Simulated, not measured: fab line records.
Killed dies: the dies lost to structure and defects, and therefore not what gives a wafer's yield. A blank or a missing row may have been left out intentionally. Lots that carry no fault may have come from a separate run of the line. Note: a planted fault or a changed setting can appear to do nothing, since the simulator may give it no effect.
Which tool was responsible? || flow n5 finfet || 12 lots, 36 wafers sampled, at 4 steps of a route of 1938

## WHAT THE GAUGES READ, wafer by wafer
N5_BEOL_M9_CD_MEAS_11: the cd target is 64.1 nm.
{"lot": "L074", "measured": "day 10 18:05", "on": "cd sem-01", "cd nm (nm)": "64.4 64.8 64.6"}
{"lot": "L080", "measured": "day 11 11:44", "on": "cd sem-02", "cd nm (nm)": "64.4 63.3 63.4"}
{"lot": "L077", "measured": "day 11 14:34", "on": "cd sem-01", "cd nm (nm)": "64.6 64.9 64.2"}
{"lot": "L081", "measured": "day 12 18:01", "on": "cd sem-01", "cd nm (nm)": "63.9 64.0 64.4"}
{"lot": "L083", "measured": "day 13 10:13", "on": "cd sem-01", "cd nm (nm)": "64.6 64.4 65.3"}
{"lot": "L086", "measured": "day 14 10:04", "on": "cd sem-01", "cd nm (nm)": "64.1 64.4 63.8"}
{"lot": "L088", "measured": "day 14 13:47", "on": "cd sem-01", "cd nm (nm)": "64.0 64.3 64.6"}
{"lot": "L089", "measured": "day 15 00:38", "on": "cd sem-02", "cd nm (nm)": "65.3 64.2 64.9"}
{"lot": "L091", "measured": "day 15 09:47", "on": "cd sem-03", "cd nm (nm)": "64.8 64.7 64.5"}
{"lot": "L095", "measured": "day 15 19:55", "on": "cd sem-03", "cd nm (nm)": "64.4 64.1 64.8"}
{"lot": "L092", "measured": "day 15 20:59", "on": "cd sem-01", "cd nm (nm)": "63.4 63.4 63.5"}
{"lot": "L097", "measured": "day 17 18:42", "on": "cd sem-01", "cd nm (nm)": "64.9 64.7 64.8"}

## WHICH TOOL RAN EACH LOT (tool, then ch and the chambers of the sampled wafers, then the start)
{"lot": "L074", "N5_BEOL_M8_STRIP_80": "rie diel-03 ch 1,2, day 10 13:43 or earlier", "N5_BEOL_M8_PRE_CLEAN_45": "pvd sputter-01, day 10 13:43", "N5_BEOL_M9_HM_DEP_02": "pvd sputter-01, day 10 17:32"}
{"lot": "L080", "N5_BEOL_M8_STRIP_80": "rie diel-04 ch 0,2,3, day 11 06:52 or earlier", "N5_BEOL_M8_PRE_CLEAN_45": "pvd sputter-01, day 11 06:52", "N5_BEOL_M9_HM_DEP_02": "pvd sputter-02, day 11 11:22"}
{"lot": "L077", "N5_BEOL_M8_STRIP_80": "rie diel-01 ch 1,2,3, day 11 09:47 or earlier", "N5_BEOL_M8_PRE_CLEAN_45": "pvd sputter-01, day 11 09:47", "N5_BEOL_M9_HM_DEP_02": "pvd sputter-03, day 11 14:04"}
{"lot": "L081", "N5_BEOL_M8_STRIP_80": "rie diel-04 ch 1,3, day 12 12:25 or earlier", "N5_BEOL_M8_PRE_CLEAN_45": "pvd sputter-03, day 12 12:25", "N5_BEOL_M9_HM_DEP_02": "pvd sputter-03, day 12 17:31"}
{"lot": "L083", "N5_BEOL_M8_STRIP_80": "rie diel-01 ch 0,2, day 13 01:07 or earlier", "N5_BEOL_M8_PRE_CLEAN_45": "pvd sputter-01, day 13 01:07", "N5_BEOL_M9_HM_DEP_02": "pvd sputter-03, day 13 09:40"}
{"lot": "L086", "N5_BEOL_M8_STRIP_80": "rie diel-01 ch 0,1,3, day 14 06:02 or earlier", "N5_BEOL_M8_PRE_CLEAN_45": "pvd sputter-01, day 14 06:02", "N5_BEOL_M9_HM_DEP_02": "pvd sputter-03, day 14 09:34"}
{"lot": "L088", "N5_BEOL_M8_STRIP_80": "rie diel-03 ch 0,3, day 14 09:27 or earlier", "N5_BEOL_M8_PRE_CLEAN_45": "pvd sputter-03, day 14 09:27", "N5_BEOL_M9_HM_DEP_02": "pvd sputter-02, day 14 13:17"}
{"lot": "L089", "N5_BEOL_M8_STRIP_80": "rie diel-03 ch 0,2,3, day 14 20:47 or earlier", "N5_BEOL_M8_PRE_CLEAN_45": "pvd sputter-01, day 14 20:47", "N5_BEOL_M9_HM_DEP_02": "pvd sputter-01, day 15 00:08"}
{"lot": "L091", "N5_BEOL_M8_STRIP_80": "rie diel-04 ch 0,3, day 15 03:56 or earlier", "N5_BEOL_M8_PRE_CLEAN_45": "pvd sputter-03, day 15 03:56", "N5_BEOL_M9_HM_DEP_02": "pvd sputter-01, day 15 09:17"}
{"lot": "L095", "N5_BEOL_M8_STRIP_80": "rie diel-04 ch 2,3, day 15 13:51 or earlier", "N5_BEOL_M8_PRE_CLEAN_45": "pvd sputter-02, day 15 13:51", "N5_BEOL_M9_HM_DEP_02": "pvd sputter-03, day 15 19:31"}
{"lot": "L092", "N5_BEOL_M8_STRIP_80": "rie diel-03 ch 0,1, day 15 14:20 or earlier", "N5_BEOL_M8_PRE_CLEAN_45": "pvd sputter-02, day 15 14:20", "N5_BEOL_M9_HM_DEP_02": "pvd sputter-03, day 15 20:29"}
{"lot": "L097", "N5_BEOL_M8_STRIP_80": "rie diel-03 ch 2,3, day 17 12:33 or earlier", "N5_BEOL_M8_PRE_CLEAN_45": "pvd sputter-03, day 17 12:33", "N5_BEOL_M9_HM_DEP_02": "pvd sputter-01, day 17 18:13"}
- N5_BEOL_M8_STRIP_80: strips in N2/H2, time 10 s.
- N5_BEOL_M8_PRE_CLEAN_45: time 30 s.
- N5_BEOL_M9_HM_DEP_02: deposits TiN, target thk 20 nm.

## THE ANSWER, worked out from the rows above alone
Rule: the usual values come from the lots themselves. Put in order of their means at a reading, lots are off if they are a third of the lots or fewer, leave a main group of 4 or more, and stand apart from it by a gap of 3 or more times the standard deviation of the main group's means; of several such gaps the widest counts. The tables above print the reading to a certain number of digits; a main group whose means all agree to those digits is not used. A lot without any number at a reading at which 4 lots or more have one is off too. All remaining lots with rows at the step are treated as sound.
Across all readings shown, no lot is off: no conclusion can be drawn from this.

## WHAT THE SIMULATOR HAD PUT IN
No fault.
